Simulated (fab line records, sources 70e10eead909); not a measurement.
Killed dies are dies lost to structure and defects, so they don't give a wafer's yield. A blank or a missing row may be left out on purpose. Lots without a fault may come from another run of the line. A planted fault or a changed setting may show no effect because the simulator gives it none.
Which tool did it? | flow nand_harc | 11 lots, 33 wafers sampled, at 1 step of a route of 1159

WHAT THE GAUGES READ, wafer by wafer
NHARC_A_CONTACT_CD_MEAS_80.
lot  | measured     | on        | cd_nm (nm)
L075 | day 17 07:37 | cd_sem-01 | 188.3 188.2 188.6
L078 | day 17 15:23 | cd_sem-01 | 190.3 189.5 190.6
L082 | day 18 13:33 | cd_sem-02 | 188.4 187.2 187.5
L081 | day 19 01:15 | cd_sem-03 | 188.9 189.8 190.3
L080 | day 19 04:49 | cd_sem-03 | 191.0 189.7 189.9
L087 | day 20 01:47 | cd_sem-03 | 189.2 189.9 190.1
L085 | day 20 12:25 | cd_sem-01 | 189.7 190.1 189.0
L091 | day 20 19:16 | cd_sem-03 | 189.5 189.3 188.6
L092 | day 21 05:41 | cd_sem-01 | 190.3 189.1 189.9
L094 | day 21 20:44 | cd_sem-02 | 189.1 190.0 189.7
L096 | day 22 11:05 | cd_sem-01 | 190.0 189.4 190.0

WHICH TOOL RAN EACH LOT (tool, then ch and the chambers of the sampled wafers, then the start)
The record holds no process step before these readings.

THE ANSWER, worked out from the rows above alone
Rule: what is usual is taken from the lots themselves. Put in order of their means at a reading, lots are off if they are a third of the lots or fewer, leave a main group of 4 or more, and stand apart from it by a gap of 3 or more times the standard deviation of the main group's means; of several such gaps the widest counts. A main group whose means are all the same, to the digits that the tables above print for the reading, isn't used. A lot without any number at a reading at which 4 lots or more have one is off too. The other lots that the step has rows for count as sound.
No lot is off at any reading shown: from this, nothing can be told.

WHAT THE SIMULATOR HAD PUT IN
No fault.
